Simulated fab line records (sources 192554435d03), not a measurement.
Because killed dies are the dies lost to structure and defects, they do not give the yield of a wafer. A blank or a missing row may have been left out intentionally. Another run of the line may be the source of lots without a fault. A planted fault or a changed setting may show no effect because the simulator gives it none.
fab line records	flow n5Finfet	part 2 of 2: steps 5 to 6 of 6
[record] lots = 24	wafers = 72	lastDay = 18
route steps=1938 shown BEOL_M5@1180 BEOL_M6@1196
lots with no fault: from the same line, run without faults
startH: hours from the record's opening day to when the first of the lot's shown wafers began	waitH: how many hours have passed since the lot's step before this one	" repeats the value in the row above	L1.1+2: a row that stands for several wafers	- value missing, or start not given	* or withheld: withheld	< > ~ a bound
route shown NAME@n: names a module that has steps shown in the file, with the first one's number in the route	usual: the fault-free wafers' mean and standard deviation	same: alike in all rows	chamber/n: place in a boat	sites: the reading at each site	_std_site: standard deviation across them	_edge_site: the outer-site mean with the inner-site mean subtracted	radiusMm: how far each site lies from the wafer's centre	mask NAME#n: copy n	behind: the most recent tool/chamber to have shaped the wafer	hold: what put the lot on hold/how long, in hours/how the hold closed	device: the transistor (n, p or np) that didn't switch	end of line: the route-end tests of the same wafers	for a step that has no rows: nothing shown but its recipe	killed: the dies lost at the first sort to structure and to defects; this is not the yield of the wafer	map: dies across one wafer; x = killed, . = not, _ = none there
set.NAME: the setting that was run; set.NAME@STEP: the one run at that earlier step	model.NAME: the simulator's own value behind a step, which no gauge read
one table for each step of the route and one row for each wafer, over a sample of lots
services: from which hour (startH, from the record's first day; less than 0 if before it) a tool's chamber was out of use, for how many hours, and why
[[steps]]
[step N5_BEOL_M6_STRIP_19]
[recipe] chemistry = O2	powerW = 400	tempC = 40	pressureMtorr = 30	rfFrequencyHz = 6e+07	biasPowerW = 0	overashFraction = 0.2	o2FlowSccm = 225
[usual] chamberPressureMTorr = 30.00/0.036	drypumpMotorCurrentA = 5.7/0.47	o2FlowSccm = 225.0/0.71	oesProductAu = 0.78/0.063	rfVppV = 3.6/0.55	showerheadPlenumPTorr = 2.07/0.079	throttleValvePct = 16.65/0.11
lot.wafer	tool	chamber	startH	waitH	chamberPressureMTorr	drypumpMotorCurrentA	o2FlowSccm	oesProductAu	rfHoursCounterH	rfVppV	showerheadPlenumPTorr	throttleValvePct
L074.3	rieDiel-01	1	189.23	0.1	30.02	5.1	225.4	0.96	2	3.6	2.26	16.62
L074.4	"	2	"	"	30.03	5.6	224.6	0.77	131	2.6	2.11	16.70
L074.6	"	1	"	"	30.06	5.0	224.6	0.96	-	2.9	2.26	16.61
L075.1	rieDiel-02	3	194.29	0.2	30.00	5.9	224.7	0.76	141	3.8	2.20	16.40
L075.3	"	2	"	"	30.00	5.7	225.9	0.87	53	3.8	2.02	16.64
L075.5	"	1	"	"	30.05	6.1	224.7	0.76	-	4.0	2.00	16.70
L076.3	rieDiel-04	1	204.61	0.1	30.00	5.4	225.0	0.74	149	3.6	2.01	16.69
L076.5	"	1	"	"	29.94	5.4	224.2	0.74	-	3.1	2.01	16.69
L076.6	"	0	"	"	30.03	6.1	226.1	0.85	-	3.4	2.03	16.47
L077.1	rieDiel-02	2	207.21	0.1	30.01	5.7	224.4	0.86	58	3.9	2.02	16.65
L077.2	"	1	"	"	30.00	6.1	224.1	0.76	153	3.6	1.99	16.72
L077.6	"	1	"	"	29.96	6.2	224.6	0.76	-	3.2	1.99	16.72
L078.3	rieDiel-01	2	214.89	0.1	29.96	5.7	224.1	0.76	140	4.2	2.11	16.71
L078.5	"	0	"	"	29.94	6.2	224.8	0.81	-	3.5	2.03	16.62
L078.6	"	3	"	"	29.99	6.1	226.0	0.77	-	3.9	2.02	16.66
L079.2	rieDiel-02	2	231.06	0.1	30.03	5.7	225.1	0.86	64	3.9	2.02	16.66
L079.3	"	3	"	"	29.99	5.9	225.1	0.75	155	3.8	2.19	16.44
L079.6	"	1	"	"	30.03	6.2	224.7	0.75	-	2.8	1.99	16.71
L081.1	rieDiel-01	1	234.71	0.1	29.96	5.0	224.8	0.90	18	3.6	2.25	16.64
L081.3	"	0	"	"	29.99	6.2	225.9	0.81	86	3.8	2.02	16.63
L081.6	"	3	"	"	29.95	6.2	225.1	0.76	-	3.2	2.02	16.67
L080.1	rieDiel-04	0	235.04	0.1	30.02	6.1	224.5	0.84	61	3.8	2.02	16.47
L080.2	"	1	"	"	29.94	5.4	225.3	0.74	161	3.3	2.01	16.70
L080.3	"	2	"	"	30.02	4.7	224.0	0.85	65	3.6	2.12	16.44
L082.4	rieDiel-02	2	238.52	0.1	30.01	5.7	223.5	0.85	67	4.5	2.02	16.69
L082.5	"	1	"	"	29.99	6.1	223.8	0.73	-	3.4	1.99	16.73
L082.6	"	2	"	"	30.03	5.7	223.7	0.86	-	3.6	2.02	16.67
L083.3	rieDiel-04	2	242.47	0.2	29.95	4.7	226.2	0.84	68	3.6	2.12	16.44
L083.4	"	0	"	"	30.01	6.1	225.4	0.84	64	3.7	2.02	16.48
L083.6	"	2	"	"	30.00	4.7	225.6	0.84	-	4.8	2.12	16.40
L084.1	rieDiel-02	1	251.09	0.1	30.02	6.1	225.3	0.73	168	3.3	1.99	16.74
L084.4	"	0	"	"	29.96	5.2	224.1	0.68	221	2.9	2.06	16.75
L084.6	"	2	"	"	30.04	5.7	225.5	0.85	-	4.4	2.02	16.66
L085.2	rieDiel-01	0	260.34	0.1	29.95	6.2	225.0	0.80	96	3.5	2.02	16.65
L085.3	"	3	"	"	30.10	6.2	225.7	0.75	145	3.2	2.02	16.67
L085.4	"	1	"	"	29.99	5.0	224.5	0.88	-	3.6	2.25	16.66
L086.1	rieDiel-04	2	263.17	0.1	29.95	4.7	224.6	0.83	75	3.9	2.12	16.44
L086.2	"	1	"	"	29.96	5.4	224.6	0.73	171	3.5	2.00	16.71
L086.3	"	3	"	"	30.00	5.5	225.1	0.81	77	3.7	2.12	16.63
L087.1	rieDiel-01	0	263.30	0.2	29.98	6.2	225.0	0.80	97	3.6	2.02	16.68
L087.4	"	3	"	"	29.96	6.2	225.0	0.74	146	5.1	2.02	16.66
L087.5	"	3	"	"	29.98	6.2	224.6	0.75	-	4.3	2.02	16.69
L089.3	rieDiel-04	0	294.33	0.1	29.93	6.1	225.1	0.81	80	4.1	2.02	16.52
L089.4	"	2	"	"	29.98	4.7	226.3	0.82	-	4.9	2.11	16.45
L089.6	"	3	"	"	29.98	5.5	223.8	0.80	-	3.5	2.12	16.65
L088.1	rieDiel-01	3	294.91	0.5	30.06	6.2	225.1	0.75	156	2.7	2.01	16.70
L088.3	"	2	"	"	30.03	5.6	225.2	0.75	160	3.7	2.10	16.75
L088.6	"	2	"	"	30.04	5.6	225.8	0.75	-	3.2	2.10	16.72
L090.2	rieDiel-02	2	295.69	0.3	30.01	5.7	225.3	0.84	85	4.0	2.01	16.71
L090.4	"	3	"	"	29.98	5.9	225.2	0.73	175	3.2	2.18	16.47
L090.6	"	1	"	"	30.04	6.1	224.5	0.73	-	4.1	1.98	16.76
L093.2	rieDiel-02	3	299.96	0.1	30.07	5.9	225.1	0.73	177	3.1	2.18	16.46
L093.4	"	1	"	"	30.02	6.1	225.3	0.73	183	3.1	1.98	16.76
L093.5	"	0	"	"	30.00	5.2	223.9	0.66	-	3.0	2.05	16.80
L091.2	rieDiel-01	2	300.06	0.1	30.02	5.6	225.5	0.74	162	3.4	2.10	16.74
L091.4	"	0	"	"	30.02	6.2	225.2	0.78	109	3.7	2.02	16.69
L091.5	"	2	"	"	30.02	5.7	226.4	0.74	-	3.7	2.10	16.76
L094.3	rieDiel-02	0	324.49	0.1	29.98	5.2	225.0	0.66	243	2.8	2.05	16.78
L094.4	"	3	"	"	29.99	5.9	225.4	0.72	185	2.1	2.18	16.47
L094.5	"	1	"	"	30.03	6.1	226.0	0.71	-	3.1	1.98	16.77
L096.2	rieDiel-02	2	331.46	0.3	29.98	5.7	225.2	0.83	98	3.6	2.01	16.72
L096.4	"	0	"	"	30.01	5.2	223.5	0.66	245	3.3	2.05	16.80
L096.6	"	3	"	"	30.00	5.9	225.6	0.72	-	3.9	2.18	16.50
L092.1	rieDiel-04	2	333.47	0.1	29.99	4.7	226.4	0.81	97	3.9	2.11	16.49
L092.2	"	3	"	"	29.99	5.5	224.9	0.79	98	3.2	2.12	16.68
L092.5	"	1	"	"	29.95	5.4	225.5	0.72	-	3.5	2.00	16.76
L095.2	rieDiel-04	3	337.32	0.2	30.10	5.5	225.9	0.79	99	4.4	2.12	16.68
L095.3	"	2	"	"	30.04	4.8	225.5	0.82	98	4.0	2.11	16.48
L095.5	"	0	"	"	30.05	6.1	226.2	0.80	-	4.1	2.01	16.56
L097.2	rieDiel-01	2	344.17	0.1	29.92	5.6	224.6	0.73	176	2.8	2.09	16.76
L097.3	"	3	"	"	30.03	6.2	224.1	0.73	169	2.8	2.01	16.74
L097.5	"	0	"	"	29.96	6.2	225.1	0.76	-	3.5	2.01	16.71
[step N5_BEOL_M6_INSPECT_30]
[recipe] mode = adi	inspectInstrument = brightfield
[usual] rawDefectCount = 439/97
lot.wafer	tool	chamber	startH	waitH	rawDefectCount
L074.3	defectInspect-01	-	191.63	0.0	520
L074.4	"	-	"	"	680
L074.6	"	-	"	"	487
L075.1	defectInspect-01	-	196.23	0.1	353
L075.3	"	-	"	"	574
L075.5	"	-	"	"	367
L076.3	defectInspect-01	-	205.08	0.0	516
L076.5	"	-	"	"	395
L076.6	"	-	"	"	446
L077.1	defectInspect-01	-	210.15	0.1	550
L077.2	"	-	"	"	546
L077.6	"	-	"	"	660
L078.3	defectInspect-02	-	216.63	0.0	576
L078.5	"	-	"	"	578
L078.6	"	-	"	"	321
L079.2	defectInspect-01	-	232.99	0.0	311
L079.3	"	-	"	"	335
L079.6	"	-	"	"	454
L081.1	defectInspect-02	-	235.19	0.1	419
L081.3	"	-	"	"	360
L081.6	"	-	"	"	416
L080.1	defectInspect-02	-	236.38	0.1	407
L080.2	"	-	"	"	471
L080.3	"	-	"	"	399
L082.4	defectInspect-01	-	240.36	0.0	306
L082.5	"	-	"	"	352
L082.6	"	-	"	"	290
L083.3	defectInspect-01	-	243.52	0.0	441
L083.4	"	-	"	"	463
L083.6	"	-	"	"	321
L084.1	defectInspect-01	-	253.65	0.1	357
L084.4	"	-	"	"	469
L084.6	"	-	"	"	500
L085.2	defectInspect-02	-	261.37	0.0	550
L085.3	"	-	"	"	479
L085.4	"	-	"	"	476
L086.1	defectInspect-02	-	264.80	0.1	452
L086.2	"	-	"	"	554
L086.3	"	-	"	"	454
L087.1	defectInspect-02	-	264.97	0.1	477
L087.4	"	-	"	"	470
L087.5	"	-	"	"	404
L089.3	defectInspect-01	-	294.93	0.0	474
L089.4	"	-	"	"	532
L089.6	"	-	"	"	614
L088.1	defectInspect-01	-	295.84	0.1	416
L088.3	"	-	"	"	512
L088.6	"	-	"	"	467
L090.2	defectInspect-01	-	298.20	0.0	338
L090.4	"	-	"	"	331
L090.6	"	-	"	"	414
L093.2	defectInspect-02	-	301.57	0.0	210
L093.4	"	-	"	"	282
L093.5	"	-	"	"	340
L091.2	defectInspect-01	-	301.62	0.0	459
L091.4	"	-	"	"	439
L091.5	"	-	"	"	295
L096.2	defectInspect-02	-	331.98	0.0	410
L096.4	"	-	"	"	329
L096.6	"	-	"	"	530
L092.1	defectInspect-02	-	342.67	0.1	457
L092.2	"	-	"	"	482
L092.5	"	-	"	"	495
L095.2	defectInspect-01	-	342.71	0.0	374
L095.3	"	-	"	"	381
L095.5	"	-	"	"	506
L094.3	defectInspect-02	-	343.13	0.0	474
L094.4	"	-	"	"	343
L094.5	"	-	"	"	332
L097.2	defectInspect-01	-	344.64	0.0	519
L097.3	"	-	"	"	406
L097.5	"	-	"	"	677
[[services]]
tool	chamber	startH	hours	kind
rieDiel-01	1	162.05	-	clean
rieDiel-01	1	162.05	-	consumableReplace:focusRing
rieDiel-01	1	162.05	-	consumableReplace:showerhead
rieDiel-01	1	162.05	22.6	scheduledDown
rieDiel-01	1	162.05	22.6	ventCycle
rieDiel-01	-	196.61	0.9	repair
rieDiel-04	3	198.02	17.3	repair
rieDiel-02	2	220.41	6.5	repair
rieDiel-04	1	221.06	3.8	repair
rieDiel-01	2	231.74	9.0	repair
pvdSputter-01	-	272.12	7.8	repair
rieDiel-04	1	279.28	15.5	repair
rieDiel-01	3	303.58	4.3	repair
rieDiel-04	1	320.36	8.2	repair
